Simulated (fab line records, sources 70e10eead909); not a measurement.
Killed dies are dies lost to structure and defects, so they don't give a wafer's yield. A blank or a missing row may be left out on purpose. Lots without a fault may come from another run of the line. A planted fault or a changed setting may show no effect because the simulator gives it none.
Chamber matching | flow nand_harc | NHARC_P_CONTACT_DEP_30 on pecvd-04: 3 sister chambers
The step deposits SiNx, target thk 30 nm. 3 wafers are shown with their chamber, then 12 later ones without.

WAFERS WITH THEIR CHAMBER
wafer  | chamber | heater_power_outer_w (W)
L091.1 | 0       | 534
L091.2 | 2       | 331
L091.3 | 1       | 497

WAFERS WITHOUT THEIR CHAMBER
wafer  | heater_power_outer_w (W)
L092.3 | 477
L092.4 | 601
L092.6 | 479
L094.1 | 605
L094.3 | 362
L094.4 | 453
L096.1 | 505
L096.3 | 337
L096.6 | 496
L097.1 | 526
L097.2 | 299
L097.5 | 500

WHICH CHAMBER EACH WENT THROUGH
wafer  | from the rows above     | in truth
L092.3 | can't be placed: 1 or 0 | 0
L092.4 | can't be placed: 0 or 1 | 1
L092.6 | can't be placed: 1 or 0 | 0
L094.1 | can't be placed: 0 or 1 | 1
L094.3 | 2                       | 2
L094.4 | can't be placed: 1 or 0 | 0
L096.1 | can't be placed: 1 or 0 | 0
L096.3 | 2                       | 2
L096.6 | can't be placed: 1 or 0 | 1
L097.1 | can't be placed: 0 or 1 | 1
L097.2 | 2                       | 2
L097.5 | can't be placed: 1 or 0 | 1
Placed correctly: 3 of 12. Can't be placed from these rows: 9 (the true chamber is among the candidates in 9). Placed wrongly: 0.
How it was worked out, from the rows above alone: a wafer's distance from a chamber is the root of the sum, over the readings, of the square of ((its reading less the chamber's mean) divided by the reading's scatter). The wafer belongs to the nearest chamber; if the next one is less than 2 further off, it can't be placed. A chamber's mean is the mean of its shown wafers. The scatter: with one shown wafer a chamber, the root of the mean of the squares of how far each hidden wafer lies from its nearest shown one.
